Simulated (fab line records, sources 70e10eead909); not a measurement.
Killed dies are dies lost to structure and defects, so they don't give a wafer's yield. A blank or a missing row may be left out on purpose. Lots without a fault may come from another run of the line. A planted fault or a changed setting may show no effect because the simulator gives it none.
Problem report in the 8D (eight disciplines) form, filled by code | flow nand_harc | the parts of the form that need people (team, actions taken, sign-off) are left out

1. THE PROBLEM
thk_nm at NHARC_A_ONON_D2_THK_MEAS_05 reads a mean of 1547 nm on 2 wafers of 2 lots; wafers without a fault read 999 nm with a standard deviation of 10. That is +55 standard deviations from the usual mean.
The step: measures by ellipsometry.
First seen on wafer L543.1, day 19 00:54, on film_metro-02. The record holds 40 wafers of 14 lots with a number at this step. Rule for "out", or "out of limits": more than 4 standard deviations from the usual mean. The other wafers with a number count as sound.

2. WHAT IT IS AND WHAT IT IS NOT
question                    | is                           | is not
which readings at this step | thk_nm                       | -
which lots                  | L543, L545                   | L527, L529, L530, L531, L532, L534, L535, L537, L538, L541, L549, L550
which wafers of those lots  | L543.1, L545.3               | L543.5, L545.4
read on which gauges        | film_metro-01, film_metro-02 | -
when                        | from day 19 00:54            | up to then (31 sound wafers); but 7 sound wafers of L545, L549, L550 came after

3. SUSPECTS, AND WHAT RULES EACH OUT
Counting: a tool at a process step up to the reading stays a suspect if it ran every lot that is out. Sound lots after the first of them don't rule it out here, since some wafers of a struck lot are sound.
- the gauge at NHARC_A_ONON_D2_THK_MEAS_05: ruled out. The wafers that are out were read on 2 gauges (film_metro-01, film_metro-02).
- ald_hk-03 at NHARC_A_CHANNEL_FILL_D1_ALD_25 (deposits SiOx, target thk 60 nm, pulse time 10 s, ald cycles 600): kept. It ran every lot that is out, first L543 (day 16 19:43); its last sound lot up to then is L538 (day 15 01:55).
- pecvd_onon-03 at NHARC_A_ONON_D2_DEP_03 (target thk 1000 nm): kept. It ran every lot that is out, first L543 (day 19 00:23); its last sound lot up to then is L538 (day 17 06:44).
- Within ald_hk-03 at NHARC_A_CHANNEL_FILL_D1_ALD_25: the wafers that are out ran in chamber 0; their sound lot-mates ran in chambers 1, 2.
Left after counting: ald_hk-03 at NHARC_A_CHANNEL_FILL_D1_ALD_25, pecvd_onon-03 at NHARC_A_ONON_D2_DEP_03.

4. THE CAUSE (what the simulator had put in)
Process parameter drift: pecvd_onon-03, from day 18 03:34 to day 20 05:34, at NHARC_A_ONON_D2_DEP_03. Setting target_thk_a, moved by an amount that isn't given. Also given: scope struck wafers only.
Counting left 2 suspects, and this tool is among them.

5. THE CHAIN OF EFFECTS, in route order
Each row: a reading whose mean over the struck wafers that have a number lies more than 3 standard deviations from the usual. Only readings for which the record gives a usual standard deviation are gone through. hours: the time from each lot's start at the first step in this table that gives one to its start at this step, as a median over the lots. sigmas: the change in usual standard deviations.
hours | step                        | reading | usual  | on struck wafers | change | sigmas
0     | NHARC_A_ONON_D2_THK_MEAS_05 | thk_nm  | 999 nm | 1547             | +548   | +55

6. WHAT WOULD HAVE CAUGHT IT SOONER
In this record the first reading out of limits at a measuring or inspecting step was taken at day 19 00:54, 21 hours after the fault began at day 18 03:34.
Of the lots that are out (2), L545 began NHARC_A_ONON_D2_DEP_03 on pecvd_onon-03 after day 19 00:54. A hold on the tool at that time would have spared it.
